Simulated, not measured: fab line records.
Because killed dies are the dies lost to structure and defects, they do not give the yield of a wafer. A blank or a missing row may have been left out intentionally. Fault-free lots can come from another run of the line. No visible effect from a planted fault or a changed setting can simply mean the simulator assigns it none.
The tool behind it: which one?    flow nand harc    7 lots with 21 wafers sampled at 3 steps, on a route of 1302 steps

== WHAT EACH GAUGE READ, for each wafer ==
NHARC_A_ONON_D2_THK_MEAS_11: measures by ellipsometry.
lot   measured      on             thk nm (nm)
L690  day 12 18:49  film metro-02  1018 1018 1018
L692  day 14 03:49  film metro-02  993 994 996
L699  day 16 08:01  film metro-01  661 997 663
L706  day 19 16:44  film metro-01  980 980 981
L708  day 20 12:09  film metro-02  978 978 979
L710  day 21 07:02  film metro-02  997 996 995
L712  day 22 13:58  film metro-01  1000 1002 1002

== EACH LOT AND THE TOOL THAT RAN IT (in order: tool; ch and the chambers of the sampled wafers; start) ==
lot   NHARC_A_DECK1_JOINT_CMP_13     NHARC_A_ONON_D2_DEP_09
L690  cmp-03 ch 0,1,2, day 11 16:07  pecvd onon-04 ch 0, day 12 18:25
L692  cmp-03 ch 1,2,3, day 12 22:23  pecvd onon-01 ch 0, day 14 03:22
L699  cmp-03 ch 0,1,2, day 15 04:26  pecvd onon-01 ch 0, day 16 07:34
L706  cmp-01 ch 1,2,3, day 18 11:46  pecvd onon-01 ch 0, day 19 16:14
L708  cmp-04 ch 2,3, day 19 07:16    pecvd onon-03 ch 0, day 20 11:38
L710  cmp-01 ch 0,1,3, day 20 02:35  pecvd onon-04 ch 0, day 21 06:32
L712  cmp-03 ch 2,3, day 21 13:46    pecvd onon-04 ch 0, day 22 13:27
- NHARC_A_DECK1_JOINT_CMP_13: polishes, target thk 51.023 nm.
- NHARC_A_ONON_D2_DEP_09: target thk 1000 nm.

== THE ANSWER, worked out from the rows above alone ==
Rule: usual is defined by the lots themselves. The widest of any qualifying gaps counts: lots, ordered by their means at a reading, are off when they make up no more than a third of the lots, leave a main group of 4 or more, and stand apart from it by 3 or more times the standard deviation of that group's means. A main group whose means are all the same, to the digits that the tables above print for the reading, isn't used. Also off: a lot with no number at a reading for which 4 or more lots have one. Any other lot the step has rows for is counted as sound.
Off: L699, at NHARC_A_ONON_D2_THK_MEAS_11 (thk nm). Mean 995 nm and standard deviation 13 in the main group.
A tool fits if, at a process step before that reading, it ran every lot that is off, and no sound lot after the first of them. Those tools and the gauges at NHARC_A_ONON_D2_THK_MEAS_11 are tried in the same way. Of those tried, none fits.

== WHAT HAD BEEN PUT IN BY THE SIMULATOR ==
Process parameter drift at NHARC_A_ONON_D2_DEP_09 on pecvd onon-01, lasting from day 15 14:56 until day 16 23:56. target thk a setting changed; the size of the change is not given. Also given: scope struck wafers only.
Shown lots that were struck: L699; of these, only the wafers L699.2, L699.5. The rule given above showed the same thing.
